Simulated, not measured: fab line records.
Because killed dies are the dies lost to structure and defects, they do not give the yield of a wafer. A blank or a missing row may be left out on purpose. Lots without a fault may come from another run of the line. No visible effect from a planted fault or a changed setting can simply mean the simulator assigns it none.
Problem report, 8D (eight disciplines) form, completed by code ; flow n5-finfet ; the parts of the form that need people (team, actions taken, sign-off) are left out

== 1. THE PROBLEM ==
Wafers without a fault read 13, standard deviation 6.1; killed-at-contacts at N5_PASSIVATION_PROBE_49 reads a mean of 124 on 6 wafers belonging to 2 lots. Measured from the usual mean, that is +18 standard deviations.
First observed at day 16 13:58: wafer L377.2, on prober-01. The record holds 6 wafers of 2 lots with a number at this step. Rule for "out", or "out of limits": more than 4 standard deviations from the usual mean. Any other wafer with a number is counted as sound.

== 2. WHAT IT IS; WHAT IT IS NOT ==
question;is;is not
which readings at this step;killed-at-contacts;killed_at_M0_to_M3, killed_at_M4_up, killed-at-front-end, killed-at-other, killed-open, sort_bin_6_memory, sort_bin_8_speed
which lots;L377, L378;-
which wafers of those lots;all that have a number;-
read on which tools;prober-01;-
when;from day 16 13:58;up to then (0 sound wafers)

== 3. THE SUSPECTS, EACH WITH WHAT RULES IT OUT ==
Counting: any tool at a process step up to the reading is kept as a suspect provided that every lot that is out went through it and no sound lot did after the first of them.
- rie-diel-06 at N5_MOL_CONTACT_COAG_ETCH_106 (etches SOC in N2/H2, target depth 80 nm, overetch 16 nm, time 120 s): kept. It ran every lot that is out, first L377 (day 7 23:41), and no sound lot after that.
- pecvd-04 at N5_PASSIVATION_PECVD_55 (deposits SiO2 from SiH4/N2O, target thk 400 nm, time 22.5 s): kept. It ran every lot that is out, first L377 (day 16 03:52), and no sound lot after that.
- prober-01 at N5_PASSIVATION_PROBE_49: kept. It ran every lot that is out, first L377 (day 16 13:58), and no sound lot after that. Out on those wafers are its own readings of killed-at-contacts.
rie-diel-06 at N5_MOL_CONTACT_COAG_ETCH_106, pecvd-04 at N5_PASSIVATION_PECVD_55 and prober-01 at N5_PASSIVATION_PROBE_49 are what is left after counting.

== 4. THE CAUSE (what the simulator had put in) ==
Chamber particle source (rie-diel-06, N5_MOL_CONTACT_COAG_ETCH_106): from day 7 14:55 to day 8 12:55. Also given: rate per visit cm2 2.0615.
3 suspects survive the count, and this tool is in that group.

== 5. THE CHAIN OF EFFECTS, in route order ==
Rows list readings where the struck wafers' mean (over those with a number) sits beyond 3 standard deviations from the usual. Readings are gone through only where the record gives a usual standard deviation; hours: the median, over the lots, of the time from a lot's start at the first step in this table giving one to that lot's start at this step; sigmas: the change measured in usual standard deviations.
hours;step;reading;usual;on struck wafers;change;sigmas
0;N5_PASSIVATION_PROBE_49;defect-limited-yield;91.4 %;82.8;-8.6;-6.1
0;N5_PASSIVATION_PROBE_49;killed-at-contacts;13;124;+110;+18
0;N5_PASSIVATION_PROBE_49;killed-dies;102;203;+101;+5.9
0;N5_PASSIVATION_PROBE_49;sort_bin_5_function;5.1 %;9.9;+4.8;+4.9
0;N5_PASSIVATION_PROBE_49;sort-n-pass;1077;977;-100;-4.8
0;N5_PASSIVATION_PROBE_49;sort-yield-pct;91.3 %;82.8;-8.5;-5.0
Process steps it contains:
- N5_PASSIVATION_PROBE_49

== 6. HOW IT WOULD HAVE BEEN CAUGHT EARLIER ==
The fault began at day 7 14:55; the first out-of-limits reading in this record came at day 16 13:58, 215 hours later.
No tool reading at N5_MOL_CONTACT_COAG_ETCH_106 that has a usual standard deviation in the record was out on any struck wafer, so an alarm limit of 4 standard deviations on those readings would not have fired.
By day 16 13:58, every lot that is out (2) had started N5_MOL_CONTACT_COAG_ETCH_106 on rie-diel-06. A hold on the tool at that time would have spared none of them.
